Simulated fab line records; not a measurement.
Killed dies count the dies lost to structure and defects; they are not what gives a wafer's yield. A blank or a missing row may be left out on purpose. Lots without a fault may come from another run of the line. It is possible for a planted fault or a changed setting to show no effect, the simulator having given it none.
The tool behind it: which one? || flow nand_harc || 36 wafers from 12 lots sampled at 6 of the route's 1159 steps

## WHAT EACH GAUGE READ, for each wafer
NHARC_P_STI_OCD_MEAS_43.
{"lot": "L503", "measured": "day 3 03:49", "on": "ocd-01", "trench_depth_nm (nm)": "301 298 291", "trench_foot_cd_nm (nm)": "157 158 156"}
{"lot": "L504", "measured": "day 3 04:17", "on": "ocd-02", "trench_depth_nm (nm)": "308 309 309", "trench_foot_cd_nm (nm)": "160 158 159"}
{"lot": "L505", "measured": "day 3 14:42", "on": "ocd-02", "trench_depth_nm (nm)": "289 301 298", "trench_foot_cd_nm (nm)": "158 156 151"}
{"lot": "L506", "measured": "day 3 14:52", "on": "ocd-01", "trench_depth_nm (nm)": "303 303 303", "trench_foot_cd_nm (nm)": "161 158 152"}
{"lot": "L507", "measured": "day 4 00:09", "on": "ocd-02", "trench_depth_nm (nm)": "305 290 302", "trench_foot_cd_nm (nm)": "158 165 160"}
{"lot": "L509", "measured": "day 4 13:39", "on": "ocd-01", "trench_depth_nm (nm)": "304 298 305", "trench_foot_cd_nm (nm)": "157 156 154"}
{"lot": "L511", "measured": "day 4 21:28", "on": "ocd-01", "trench_depth_nm (nm)": "310 300 307", "trench_foot_cd_nm (nm)": "152 158 155"}
{"lot": "L513", "measured": "day 5 10:16", "on": "ocd-01", "trench_depth_nm (nm)": "293 304 298", "trench_foot_cd_nm (nm)": "157 158 159"}
{"lot": "L514", "measured": "day 5 19:40", "on": "ocd-02", "trench_depth_nm (nm)": "286 294 298", "trench_foot_cd_nm (nm)": "158 162 159"}
{"lot": "L519", "measured": "day 7 01:12", "on": "ocd-02", "trench_depth_nm (nm)": "310 301 300", "trench_foot_cd_nm (nm)": "158 161 152"}
{"lot": "L521", "measured": "day 7 12:15", "on": "ocd-02", "trench_depth_nm (nm)": "301 301 305", "trench_foot_cd_nm (nm)": "160 156 153"}
{"lot": "L524", "measured": "day 8 10:23", "on": "ocd-01", "trench_depth_nm (nm)": "302 295 295", "trench_foot_cd_nm (nm)": "153 154 156"}

NHARC_P_GATE_CD_MEAS_11: the cd target is 1640 nm.
{"lot": "L503", "measured": "day 4 21:26", "on": "cd_sem-02", "cd_nm (nm)": "1635.4 1635.9 1637.1"}
{"lot": "L504", "measured": "day 4 21:37", "on": "cd_sem-03", "cd_nm (nm)": "1637.3 1638.2 1638.7"}
{"lot": "L505", "measured": "day 5 03:13", "on": "cd_sem-01", "cd_nm (nm)": "1639.9 1640.0 1638.9"}
{"lot": "L506", "measured": "day 5 03:03", "on": "cd_sem-03", "cd_nm (nm)": "1638.0 1637.1 1638.8"}
{"lot": "L507", "measured": "day 5 15:41", "on": "cd_sem-01", "cd_nm (nm)": "1643.8 1643.2 1642.5"}
{"lot": "L509", "measured": "day 6 03:40", "on": "cd_sem-02", "cd_nm (nm)": "1640.4 1637.2 1640.0"}
{"lot": "L511", "measured": "day 6 13:08", "on": "cd_sem-02", "cd_nm (nm)": "- - -"}
{"lot": "L513", "measured": "day 7 08:05", "on": "cd_sem-01", "cd_nm (nm)": "1642.3 1638.2 1635.8"}
{"lot": "L514", "measured": "day 7 08:10", "on": "cd_sem-02", "cd_nm (nm)": "1639.5 1640.1 1640.7"}
{"lot": "L519", "measured": "day 8 09:43", "on": "cd_sem-01", "cd_nm (nm)": "1642.1 1638.0 1640.5"}
{"lot": "L521", "measured": "day 8 21:01", "on": "cd_sem-03", "cd_nm (nm)": "1639.1 1637.9 1637.7"}
{"lot": "L524", "measured": "day 9 21:33", "on": "cd_sem-03", "cd_nm (nm)": "1641.3 1641.9 1639.9"}

NHARC_END_SORT_01.
{"lot": "L503", "measured": "day 19 21:18", "on": "prober-02", "killed_at_array": "27 27 28", "killed_at_other": "1 0 0", "killed_at_periphery": "2 2 5", "killed_dies": "30 29 33", "killed_open": "3 5 2", "killed_short": "3 1 4"}
{"lot": "L504", "measured": "day 19 13:31", "on": "prober-01", "killed_at_array": "21 26 18", "killed_at_other": "0 0 0", "killed_at_periphery": "4 2 2", "killed_dies": "25 28 20", "killed_open": "2 4 2", "killed_short": "4 5 1"}
{"lot": "L505", "measured": "day 20 17:35", "on": "prober-02", "killed_at_array": "8 15 11", "killed_at_other": "1 1 2", "killed_at_periphery": "3 0 3", "killed_dies": "12 16 16", "killed_open": "5 3 5", "killed_short": "0 1 1"}
{"lot": "L506", "measured": "day 19 22:07", "on": "prober-01", "killed_at_array": "29 22 31", "killed_at_other": "0 0 0", "killed_at_periphery": "3 3 3", "killed_dies": "32 25 34", "killed_open": "6 3 3", "killed_short": "3 3 3"}
{"lot": "L507", "measured": "day 21 18:52", "on": "prober-01", "killed_at_array": "25 25 31", "killed_at_other": "1 1 0", "killed_at_periphery": "5 0 2", "killed_dies": "31 26 33", "killed_open": "4 1 1", "killed_short": "3 1 0"}
{"lot": "L509", "measured": "day 22 01:58", "on": "prober-02", "killed_at_array": "33 29 26", "killed_at_other": "1 0 1", "killed_at_periphery": "4 2 3", "killed_dies": "38 31 30", "killed_open": "4 5 2", "killed_short": "2 2 1"}
{"lot": "L511", "measured": "day 22 01:53", "on": "prober-01", "killed_at_array": "30 30 27", "killed_at_other": "0 0 0", "killed_at_periphery": "647 647 650", "killed_dies": "677 677 677", "killed_open": "2 4 1", "killed_short": "3 2 1"}
{"lot": "L513", "measured": "day 23 12:43", "on": "prober-01", "killed_at_array": "32 35 29", "killed_at_other": "3 5 1", "killed_at_periphery": "8 6 5", "killed_dies": "43 46 35", "killed_open": "4 3 3", "killed_short": "2 2 2"}
{"lot": "L514", "measured": "day 23 12:39", "on": "prober-02", "killed_at_array": "35 29 26", "killed_at_other": "2 1 0", "killed_at_periphery": "5 12 4", "killed_dies": "42 42 30", "killed_open": "4 1 3", "killed_short": "4 1 0"}
{"lot": "L519", "measured": "day 24 14:37", "on": "prober-01", "killed_at_array": "33 32 29", "killed_at_other": "0 0 1", "killed_at_periphery": "6 5 0", "killed_dies": "39 37 30", "killed_open": "1 2 2", "killed_short": "1 1 1"}
{"lot": "L521", "measured": "day 24 21:18", "on": "prober-02", "killed_at_array": "29 29 39", "killed_at_other": "0 1 0", "killed_at_periphery": "1 4 1", "killed_dies": "30 34 40", "killed_open": "1 3 3", "killed_short": "0 3 4"}
{"lot": "L524", "measured": "day 25 16:45", "on": "prober-01", "killed_at_array": "35 30 38", "killed_at_other": "0 0 0", "killed_at_periphery": "1 6 1", "killed_dies": "36 36 39", "killed_open": "3 4 2", "killed_short": "1 3 2"}

## WHICH TOOL RAN EACH LOT (tool, then ch and the chambers of the sampled wafers, then the start)
{"lot": "L503", "NHARC_P_STI_DESCUM_14": "rie_diel-12 ch 0,1, day 3 02:46", "NHARC_P_GATE_EXPOSE_08": "krf_scanner-01 ch 0, day 4 21:17", "NHARC_P_GATE_DESCUM_13": "rie_diel-13 ch 0,2, day 4 21:37"}
{"lot": "L504", "NHARC_P_STI_DESCUM_14": "rie_diel-08 ch 0,2,3, day 3 02:47", "NHARC_P_GATE_EXPOSE_08": "krf_scanner-02 ch 0, day 4 21:27", "NHARC_P_GATE_DESCUM_13": "rie_diel-06 ch 0,2, day 4 21:47"}
{"lot": "L505", "NHARC_P_STI_DESCUM_14": "rie_diel-08 ch 1,3, day 3 13:40", "NHARC_P_GATE_EXPOSE_08": "krf_scanner-02 ch 0, day 5 03:04", "NHARC_P_GATE_DESCUM_13": "rie_diel-06 ch 0,2, day 5 03:23"}
{"lot": "L506", "NHARC_P_STI_DESCUM_14": "rie_diel-03 ch 1,3, day 3 13:50", "NHARC_P_GATE_EXPOSE_08": "krf_scanner-03 ch 0, day 5 02:54", "NHARC_P_GATE_DESCUM_13": "rie_diel-06 ch 1,3, day 5 03:17"}
{"lot": "L507", "NHARC_P_STI_DESCUM_14": "rie_diel-08 ch 0,1,3, day 3 23:06", "NHARC_P_GATE_EXPOSE_08": "krf_scanner-03 ch 0, day 5 15:31", "NHARC_P_GATE_DESCUM_13": "rie_diel-01 ch 0,1,2, day 5 15:51"}
{"lot": "L509", "NHARC_P_STI_DESCUM_14": "rie_diel-08 ch 2,3, day 4 12:37", "NHARC_P_GATE_EXPOSE_08": "krf_scanner-01 ch 0, day 6 03:31", "NHARC_P_GATE_DESCUM_13": "rie_diel-01 ch 0,3, day 6 03:50"}
{"lot": "L511", "NHARC_P_STI_DESCUM_14": "rie_diel-08 ch 0,1,2, day 4 20:26", "NHARC_P_GATE_EXPOSE_08": "krf_scanner-01 ch 0, day 6 12:58", "NHARC_P_GATE_DESCUM_13": "rie_diel-13 ch 0,3, day 6 13:19"}
{"lot": "L513", "NHARC_P_STI_DESCUM_14": "rie_diel-12 ch 1,2,3, day 5 09:14", "NHARC_P_GATE_EXPOSE_08": "krf_scanner-01 ch 0, day 7 07:56", "NHARC_P_GATE_DESCUM_13": "rie_diel-06 ch 0,2,3, day 7 08:17"}
{"lot": "L514", "NHARC_P_STI_DESCUM_14": "rie_diel-08 ch 0,1,3, day 5 18:38", "NHARC_P_GATE_EXPOSE_08": "krf_scanner-01 ch 0, day 7 08:01", "NHARC_P_GATE_DESCUM_13": "rie_diel-01 ch 0,2,3, day 7 08:22"}
{"lot": "L519", "NHARC_P_STI_DESCUM_14": "rie_diel-03 ch 1,2,3, day 7 00:10", "NHARC_P_GATE_EXPOSE_08": "krf_scanner-02 ch 0, day 8 09:33", "NHARC_P_GATE_DESCUM_13": "rie_diel-13 ch 1,2, day 8 09:53"}
{"lot": "L521", "NHARC_P_STI_DESCUM_14": "rie_diel-08 ch 0,2, day 7 11:13", "NHARC_P_GATE_EXPOSE_08": "krf_scanner-01 ch 0, day 8 20:51", "NHARC_P_GATE_DESCUM_13": "rie_diel-01 ch 1,2, day 8 21:10"}
{"lot": "L524", "NHARC_P_STI_DESCUM_14": "rie_diel-08 ch 0,2,3, day 8 09:20", "NHARC_P_GATE_EXPOSE_08": "krf_scanner-03 ch 0, day 9 21:23", "NHARC_P_GATE_DESCUM_13": "rie_diel-13 ch 0,2,3, day 9 21:47"}
- NHARC_P_STI_DESCUM_14: chemistry O2, time 3 s.
- NHARC_P_GATE_EXPOSE_08: exposes mask P HV.
- NHARC_P_GATE_DESCUM_13: chemistry O2, time 3 s.

## WHAT THE TOOLS THEMSELVES READ (means of the sampled wafers that have a number; where no wafer has one, the mark that the record gives instead)
NHARC_P_STI_DESCUM_14.
{"lot": "L503", "tool": "rie_diel-12", "drypump_motor_current_A (A)": 5.1, "oes_product_au (a.u.)": 1.000, "rf_vpp_V (V)": 58.7, "showerhead_plenum_p_Torr (Torr)": 1.99, "throttle_valve_pct (%)": 11.314}
{"lot": "L504", "tool": "rie_diel-08", "drypump_motor_current_A (A)": 5.7, "oes_product_au (a.u.)": 0.991, "rf_vpp_V (V)": 58.3, "showerhead_plenum_p_Torr (Torr)": 1.90, "throttle_valve_pct (%)": 11.305}
{"lot": "L505", "tool": "rie_diel-08", "drypump_motor_current_A (A)": 5.7, "oes_product_au (a.u.)": 1.003, "rf_vpp_V (V)": 57.9, "showerhead_plenum_p_Torr (Torr)": 1.89, "throttle_valve_pct (%)": 11.299}
{"lot": "L506", "tool": "rie_diel-03", "drypump_motor_current_A (A)": 6.4, "oes_product_au (a.u.)": 1.004, "rf_vpp_V (V)": 57.2, "showerhead_plenum_p_Torr (Torr)": 1.86, "throttle_valve_pct (%)": 11.311}
{"lot": "L507", "tool": "rie_diel-08", "drypump_motor_current_A (A)": 5.8, "oes_product_au (a.u.)": 0.988, "rf_vpp_V (V)": 57.9, "showerhead_plenum_p_Torr (Torr)": 1.89, "throttle_valve_pct (%)": 11.311}
{"lot": "L509", "tool": "rie_diel-08", "drypump_motor_current_A (A)": 5.7, "oes_product_au (a.u.)": 0.996, "rf_vpp_V (V)": 57.2, "showerhead_plenum_p_Torr (Torr)": 1.87, "throttle_valve_pct (%)": 11.309}
{"lot": "L511", "tool": "rie_diel-08", "drypump_motor_current_A (A)": 5.8, "oes_product_au (a.u.)": 0.992, "rf_vpp_V (V)": 57.2, "showerhead_plenum_p_Torr (Torr)": 1.86, "throttle_valve_pct (%)": 11.313}
{"lot": "L513", "tool": "rie_diel-12", "drypump_motor_current_A (A)": 5.4, "oes_product_au (a.u.)": 0.995, "rf_vpp_V (V)": 58.1, "showerhead_plenum_p_Torr (Torr)": 1.99, "throttle_valve_pct (%)": 11.306}
{"lot": "L514", "tool": "rie_diel-08", "drypump_motor_current_A (A)": 5.8, "oes_product_au (a.u.)": 0.988, "rf_vpp_V (V)": 57.7, "showerhead_plenum_p_Torr (Torr)": 1.89, "throttle_valve_pct (%)": 11.317}
{"lot": "L519", "tool": "rie_diel-03", "drypump_motor_current_A (A)": 6.1, "oes_product_au (a.u.)": 1.006, "rf_vpp_V (V)": 56.9, "showerhead_plenum_p_Torr (Torr)": 1.89, "throttle_valve_pct (%)": 11.318}
{"lot": "L521", "tool": "rie_diel-08", "drypump_motor_current_A (A)": 5.8, "oes_product_au (a.u.)": 0.977, "rf_vpp_V (V)": 57.8, "showerhead_plenum_p_Torr (Torr)": 1.90, "throttle_valve_pct (%)": 11.316}
{"lot": "L524", "tool": "rie_diel-08", "drypump_motor_current_A (A)": 5.7, "oes_product_au (a.u.)": 0.979, "rf_vpp_V (V)": 57.5, "showerhead_plenum_p_Torr (Torr)": 1.90, "throttle_valve_pct (%)": 11.297}

NHARC_P_GATE_DESCUM_13.
{"lot": "L503", "tool": "rie_diel-13", "drypump_motor_current_A (A)": 5.8, "oes_product_au (a.u.)": 1.000, "rf_vpp_V (V)": 57.8, "showerhead_plenum_p_Torr (Torr)": 1.87, "throttle_valve_pct (%)": 11.305}
{"lot": "L504", "tool": "rie_diel-06", "drypump_motor_current_A (A)": 5.8, "oes_product_au (a.u.)": 0.978, "rf_vpp_V (V)": 58.9, "showerhead_plenum_p_Torr (Torr)": 1.92, "throttle_valve_pct (%)": 11.315}
{"lot": "L505", "tool": "rie_diel-06", "drypump_motor_current_A (A)": 5.8, "oes_product_au (a.u.)": 0.977, "rf_vpp_V (V)": 57.8, "showerhead_plenum_p_Torr (Torr)": 1.92, "throttle_valve_pct (%)": 11.307}
{"lot": "L506", "tool": "rie_diel-06", "drypump_motor_current_A (A)": 5.5, "oes_product_au (a.u.)": 0.990, "rf_vpp_V (V)": 58.2, "showerhead_plenum_p_Torr (Torr)": 1.91, "throttle_valve_pct (%)": 11.318}
{"lot": "L507", "tool": "rie_diel-01", "drypump_motor_current_A (A)": 5.3, "oes_product_au (a.u.)": 1.018, "rf_vpp_V (V)": 58.7, "showerhead_plenum_p_Torr (Torr)": 1.96, "throttle_valve_pct (%)": 11.319}
{"lot": "L509", "tool": "rie_diel-01", "drypump_motor_current_A (A)": 6.1, "oes_product_au (a.u.)": 1.017, "rf_vpp_V (V)": 58.1, "showerhead_plenum_p_Torr (Torr)": 2.01, "throttle_valve_pct (%)": 11.308}
{"lot": "L511", "tool": "rie_diel-13", "drypump_motor_current_A (A)": 5.8, "oes_product_au (a.u.)": 1.002, "rf_vpp_V (V)": 57.3, "showerhead_plenum_p_Torr (Torr)": 1.89, "throttle_valve_pct (%)": 11.311}
{"lot": "L513", "tool": "rie_diel-06", "drypump_motor_current_A (A)": 6.0, "oes_product_au (a.u.)": 0.984, "rf_vpp_V (V)": 58.4, "showerhead_plenum_p_Torr (Torr)": 1.91, "throttle_valve_pct (%)": 11.318}
{"lot": "L514", "tool": "rie_diel-01", "drypump_motor_current_A (A)": 5.9, "oes_product_au (a.u.)": 1.000, "rf_vpp_V (V)": 58.7, "showerhead_plenum_p_Torr (Torr)": 2.00, "throttle_valve_pct (%)": 11.318}
{"lot": "L519", "tool": "rie_diel-13", "drypump_motor_current_A (A)": 5.8, "oes_product_au (a.u.)": 1.005, "rf_vpp_V (V)": 57.0, "showerhead_plenum_p_Torr (Torr)": 1.94, "throttle_valve_pct (%)": 11.319}
{"lot": "L521", "tool": "rie_diel-01", "drypump_motor_current_A (A)": 5.1, "oes_product_au (a.u.)": 1.018, "rf_vpp_V (V)": 58.9, "showerhead_plenum_p_Torr (Torr)": 1.95, "throttle_valve_pct (%)": 11.313}
{"lot": "L524", "tool": "rie_diel-13", "drypump_motor_current_A (A)": 5.8, "oes_product_au (a.u.)": 0.991, "rf_vpp_V (V)": 56.9, "showerhead_plenum_p_Torr (Torr)": 1.87, "throttle_valve_pct (%)": 11.306}

## THE ANSWER, worked out from the rows above alone
Rule: what is usual is taken from the lots themselves. Put in order of their means at a reading, lots are off if they are a third of the lots or fewer, leave a main group of 4 or more, and stand apart from it by a gap of 3 or more times the standard deviation of the main group's means; of several such gaps the widest counts. A main group is skipped when, at the precision printed for the reading in the tables above, its means are all equal. A lot without any number at a reading at which 4 lots or more have one is off too. The other lots that the step has rows for count as sound. The gauges are gone through in route order, then the tools' own readings, and for those a lot's mean is taken as printed above. At the first step where some lot is off, the reading lying furthest off is the one used; lots without a number count as furthest.
Off, at NHARC_P_GATE_CD_MEAS_11 on cd_nm: L511. Without a number there: L511. The main group: mean 1639.3 nm, standard deviation 1.8.
A tool fits if, at a process step before that reading, it ran every lot that is off, and no sound lot after the first of them. The gauges at NHARC_P_GATE_CD_MEAS_11 aren't tried: what is off there is off at NHARC_END_SORT_01 too, on other tools, and a gauge's error can't cause that. None of those tried fits.

## WHAT THE SIMULATOR HAD PUT IN
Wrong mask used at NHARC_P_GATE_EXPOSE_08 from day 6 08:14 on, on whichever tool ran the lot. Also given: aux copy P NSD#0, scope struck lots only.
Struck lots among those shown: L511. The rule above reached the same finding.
